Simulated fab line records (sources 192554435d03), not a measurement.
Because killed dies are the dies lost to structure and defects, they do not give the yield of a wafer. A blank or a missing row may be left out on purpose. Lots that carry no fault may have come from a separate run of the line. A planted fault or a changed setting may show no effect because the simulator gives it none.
Split-lot experiment -- flow n5 finfet -- 21 wafers read across 7 lots, on a route 1938 steps long

THE SPLIT
At N5_BEOL_M11_TRENCH_ETCH_37 (etches SiCOH lowk in C4F6/O2, target depth 148.83 nm, time 48 s), the setting time s was moved away from the recipe's 48 s on 6 of the 21 wafers read, by -14.6% to +14.1%. This setting was run at the recipe's value on the other wafers.

FROM THE SPLIT TO THE READING: what the file shows between them, 16 steps
- N5_BEOL_M11_ETCH_41: etches SiCN in CH3F/O2, target depth 42.6 nm, time 86 s (also split here: time s)
- N5_BEOL_M11_STRIP_77: strips in N2/H2, time 10 s
- N5_BEOL_M11_OCD_MEAS_38
- N5_BEOL_M11_HM_STRIP_39: strips TiN in peroxide tin strip, target depth 25 nm, time 158 s
- N5_BEOL_M11_SRD_40: time 30 s
- N5_BEOL_M11_PRECLEAN_42: cleans in residue remover, time 60 s
- N5_BEOL_M11_SRD_43: time 30 s
- N5_BEOL_M11_CD_MEAS_35: target cd 70 nm
- N5_BEOL_M11_CURE_72: cures SiCOH lowk, time 120 s
- N5_BEOL_M11_DEGAS_44: time 60 s
- N5_BEOL_M11_ECD_50: material Cu, target thk 318 nm
- N5_BEOL_M11_ANNEAL_51: time 90 s
- N5_BEOL_M11_CMP_52: polishes, stops on SiCOH lowk, t overpolish 7 s, target thk 140 nm
- N5_BEOL_M11_THK_MEAS_53: measures by xrf
- N5_BEOL_M11_PRE_CLEAN_55: time 15 s
- N5_BEOL_M11_DEP_56: deposits SiCN from 3MS/NH3, target thk 30 nm, time 10.5 s

THE READING
At N5_BEOL_M11_RS_MEAS_57, a four-point-probe measurement gives M11_RS in ohm/sq. A value of 0.1507 ohm/sq with a standard deviation of 0.0025 ohm/sq is what fault-free wafers of this fab line usually give.

wafer,"tool, chamber at the split","time s as run, s",against the recipe,"M11_RS, ohm/sq",against lot-mates on the recipe
L075.2,"rie diel-04, 1",43.63,-9.1%,0.1670,+0.0199
L075.4,"rie diel-04, 3",48,recipe,0.1471,-
L075.5,"rie diel-04, 0",43.63,-9.1%,0.1702,+0.0231
L077.1,"rie diel-02, 3",48,recipe,0.1517,-
L077.2,"rie diel-02, 0",48,recipe,0.1524,-
L077.3,"rie diel-02, 1",48,recipe,0.1512,-
L083.2,"rie diel-04, 3",48,recipe,0.1486,-
L083.4,"rie diel-04, 0",48,recipe,0.1530,-
L083.5,"rie diel-04, 0",48,recipe,0.1542,-
L080.1,"rie diel-05, 0",48,recipe,0.1534,-
L080.3,"rie diel-05, 1",54.75,+14.1%,0.1289,-0.0247
L080.6,"rie diel-05, 0",48,recipe,0.1538,-
L085.3,"rie diel-02, 1",48,recipe,0.1519,-
L085.5,"rie diel-02, 1",40.98,-14.6%,0.1825,+0.0312
L085.6,"rie diel-02, 0",48,recipe,0.1508,-
L090.2,"rie diel-05, 2",43.5,-9.4%,0.1685,+0.0196
L090.5,"rie diel-05, 2",43.5,-9.4%,0.1658,+0.0169
L090.6,"rie diel-05, 1",48,recipe,0.1489,-
L091.2,"rie diel-02, 3",48,recipe,0.1555,-
L091.3,"rie diel-02, 2",48,recipe,0.1549,-
L091.4,"rie diel-02, 0",48,recipe,0.1514,-

FIT RESULTS
A straight line over all 21 wafers: M11_RS changes by -0.0018 ohm/sq for each +1% of time s; r = -0.97; the points scatter about the line by 0.0025 ohm/sq.
The same after taking each lot's own level away (the mean of its wafers on the recipe; 21 wafers): -0.00202 ohm/sq for each +1%; r = -0.99; scatter 0.0019 ohm/sq.
Per that fit: largest time s move, reading shift of 0.029 ohm/sq.
The lots' own levels span 0.14710 to 0.15393 ohm/sq, that is 2.7 times the standard deviation above.
In other words, the slope is changed by the lot-to-lot level; the two fits disagree.
Check: with one of the wafers moved furthest among these (-14.6%) left out of the fit, the line predicts +0.0295 ohm/sq for it against its lot-mates. It came out at +0.0312 ohm/sq against them.

OTHER SPLITS ON THESE WAFERS
These wafers also went through other splits before the reading. Each is held against what the fit with the lots' levels taken away leaves over:
other split on the same wafers,wafers away from the commonest value,r with M11_RS (lot level and that fit taken away)
N5_BEOL_M11_EXPOSE_08 dose mj,9,+0.15
N5_BEOL_M11_ETCH_41 time s,5,-0.16

THE WHOLE CHAIN: every reading that the file lists as answering this split, in the file's order
step,what it does,reading,change (the file's fit),r (the file's)
N5_BEOL_M11_TRENCH_ETCH_37,"etches SiCOH lowk in C4F6/O2, target depth 148.83 nm, time 48 s","etch.depth nm (the simulator's own value, which no gauge read)",+1.58 nm for each +1% of the setting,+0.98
N5_BEOL_M11_TRENCH_ETCH_37,"etches SiCOH lowk in C4F6/O2, target depth 148.83 nm, time 48 s","BEOL_M11.feature depth nm (the simulator's own value, which no gauge read)",+1.58 nm for each +1% of the setting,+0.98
N5_BEOL_M11_OCD_MEAS_38,,trench depth nm,+1.56 nm for each +1% of the setting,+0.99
N5_BEOL_M11_CMP_52,"polishes, stops on SiCOH lowk, t overpolish 7 s, target thk 140 nm","Cu_of_BEOL_M11_ECD_50.thk nm (the simulator's own value, which no gauge read)",+1.61 nm for each +1% of the setting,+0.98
N5_BEOL_M11_THK_MEAS_53,measures by xrf,M11_THK,+1.64 for each +1% of the setting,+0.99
N5_BEOL_M11_RS_MEAS_57,measures by four-point-probe,M11_RS,-0.00201 for each +1% of the setting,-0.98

FILE'S OWN FIT
M11_RS changes by -0.00201 ohm/sq for each +1% of time s, r = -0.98.
